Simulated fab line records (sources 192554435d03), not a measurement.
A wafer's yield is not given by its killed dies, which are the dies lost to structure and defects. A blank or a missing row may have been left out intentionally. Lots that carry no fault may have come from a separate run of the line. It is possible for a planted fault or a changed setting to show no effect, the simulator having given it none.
Matching of chambers || flow n5_finfet || 4 sister chambers for N5_SD_EPI_P_SD_RECESS_17 on rie_si-01
The step chemistry HBr/Cl2/O2, target depth 39.1 nm, bt time 3 s. 8 wafers are shown with their chamber, then 7 later ones without.

== WAFERS WITH THEIR CHAMBER ==
{"wafer": "L082.1", "chamber": 2, "throttle_valve_pct (%)": 36.87, "drypump_motor_current_A (A)": 5.9}
{"wafer": "L082.3", "chamber": 3, "throttle_valve_pct (%)": 36.57, "drypump_motor_current_A (A)": 5.7}
{"wafer": "L083.2", "chamber": 0, "throttle_valve_pct (%)": 37.40, "drypump_motor_current_A (A)": 6.2}
{"wafer": "L083.3", "chamber": 2, "throttle_valve_pct (%)": 36.87, "drypump_motor_current_A (A)": 5.9}
{"wafer": "L085.4", "chamber": 3, "throttle_valve_pct (%)": 36.55, "drypump_motor_current_A (A)": 5.7}
{"wafer": "L085.6", "chamber": 1, "throttle_valve_pct (%)": 36.96, "drypump_motor_current_A (A)": 5.4}
{"wafer": "L088.3", "chamber": 0, "throttle_valve_pct (%)": 37.37, "drypump_motor_current_A (A)": 6.2}
{"wafer": "L088.4", "chamber": 1, "throttle_valve_pct (%)": 36.97, "drypump_motor_current_A (A)": 5.5}

== WAFERS WHOSE CHAMBER IS MISSING ==
{"wafer": "L088.6", "throttle_valve_pct (%)": 36.88, "drypump_motor_current_A (A)": 5.9}
{"wafer": "L093.1", "throttle_valve_pct (%)": 37.40, "drypump_motor_current_A (A)": 6.2}
{"wafer": "L093.2", "throttle_valve_pct (%)": 36.87, "drypump_motor_current_A (A)": 5.8}
{"wafer": "L093.5", "throttle_valve_pct (%)": 36.55, "drypump_motor_current_A (A)": 5.7}
{"wafer": "L094.1", "throttle_valve_pct (%)": 37.38, "drypump_motor_current_A (A)": 6.2}
{"wafer": "L094.2", "throttle_valve_pct (%)": 36.98, "drypump_motor_current_A (A)": 5.5}
{"wafer": "L094.6", "throttle_valve_pct (%)": 36.95, "drypump_motor_current_A (A)": 5.5}

== WHICH CHAMBER EACH WENT THROUGH ==
{"wafer": "L088.6", "from the rows above": 2, "in truth": 2}
{"wafer": "L093.1", "from the rows above": 0, "in truth": 0}
{"wafer": "L093.2", "from the rows above": 2, "in truth": 2}
{"wafer": "L093.5", "from the rows above": 3, "in truth": 3}
{"wafer": "L094.1", "from the rows above": 0, "in truth": 0}
{"wafer": "L094.2", "from the rows above": 1, "in truth": 1}
{"wafer": "L094.6", "from the rows above": 1, "in truth": 1}
7 of 7 placed correctly. Number that these rows cannot place: 0. Placed wrongly: 0.
How it was worked out, from the rows above alone: a wafer's distance from a chamber is the root of the sum, over the readings, of the square of ((its reading less the chamber's mean) divided by the reading's scatter). The wafer belongs to the nearest chamber; if the next one is less than 2 further off, it can't be placed. The mean given for a chamber averages the wafers shown for that chamber. How the scatter is found: for the shown wafers, subtract from each reading the mean of its chamber, square and add these, divide the total by (wafers less chambers), then take the root.
